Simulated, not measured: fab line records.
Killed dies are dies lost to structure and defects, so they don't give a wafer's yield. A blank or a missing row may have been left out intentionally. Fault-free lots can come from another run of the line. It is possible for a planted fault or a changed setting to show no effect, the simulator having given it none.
Matching of chambers / flow nand-harc / rie-diel-12 running NHARC_A_STAIRCASE_TRIM_187: 4 sister chambers
The step chemistry O2, time 211.2 s. 8 wafers are shown with their chamber, then 8 later ones without.

## WAFERS WITH THEIR CHAMBER
wafer=L079.2; chamber=3; showerhead-plenum-p-Torr (Torr)=3.28; oes-product-au (a.u.)=1.003
wafer=L086.3; chamber=1; showerhead-plenum-p-Torr (Torr)=3.64; oes-product-au (a.u.)=0.980
wafer=L086.5; chamber=2; showerhead-plenum-p-Torr (Torr)=3.38; oes-product-au (a.u.)=1.017
wafer=L086.6; chamber=1; showerhead-plenum-p-Torr (Torr)=3.64; oes-product-au (a.u.)=0.986
wafer=L086.1; chamber=0; showerhead-plenum-p-Torr (Torr)=3.77; oes-product-au (a.u.)=1.001
wafer=L086.2; chamber=2; showerhead-plenum-p-Torr (Torr)=3.38; oes-product-au (a.u.)=1.026
wafer=L086.4; chamber=3; showerhead-plenum-p-Torr (Torr)=3.80; oes-product-au (a.u.)=1.008
wafer=L087.1; chamber=0; showerhead-plenum-p-Torr (Torr)=3.76; oes-product-au (a.u.)=0.997

## WAFERS MISSING THEIR CHAMBER
wafer=L087.2; showerhead-plenum-p-Torr (Torr)=3.37; oes-product-au (a.u.)=1.011
wafer=L087.6; showerhead-plenum-p-Torr (Torr)=3.37; oes-product-au (a.u.)=1.007
wafer=L093.1; showerhead-plenum-p-Torr (Torr)=3.76; oes-product-au (a.u.)=0.999
wafer=L093.2; showerhead-plenum-p-Torr (Torr)=3.36; oes-product-au (a.u.)=1.011
wafer=L093.3; showerhead-plenum-p-Torr (Torr)=3.62; oes-product-au (a.u.)=0.982
wafer=L095.2; showerhead-plenum-p-Torr (Torr)=3.75; oes-product-au (a.u.)=0.982
wafer=L095.3; showerhead-plenum-p-Torr (Torr)=3.79; oes-product-au (a.u.)=1.017
wafer=L095.6; showerhead-plenum-p-Torr (Torr)=3.36; oes-product-au (a.u.)=1.005

## CHAMBER TAKEN BY EACH
wafer=L087.2; from the rows above=can't be placed: 3 or 2 or 0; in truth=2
wafer=L087.6; from the rows above=can't be placed: 3 or 0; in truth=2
wafer=L093.1; from the rows above=can't be placed: 0 or 3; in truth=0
wafer=L093.2; from the rows above=can't be placed: 3 or 2 or 0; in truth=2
wafer=L093.3; from the rows above=1; in truth=1
wafer=L095.2; from the rows above=1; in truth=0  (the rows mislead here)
wafer=L095.3; from the rows above=can't be placed: 2 or 3 or 0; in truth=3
wafer=L095.6; from the rows above=can't be placed: 3 or 0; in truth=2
1 of 8 placed correctly. Can't be placed from these rows: 6 (the true chamber is among the candidates in 4). Placed wrongly: 1.
How it was worked out, from the rows above alone: a wafer's distance from a chamber is the root of the sum, over the readings, of the square of ((its reading less the chamber's mean) divided by the reading's scatter). The wafer belongs to the nearest chamber; if the next one is less than 2 further off, it can't be placed. A chamber's mean is the mean of its shown wafers. How the scatter is found: for the shown wafers, subtract from each reading the mean of its chamber, square and add these, divide the total by (wafers less chambers), then take the root.
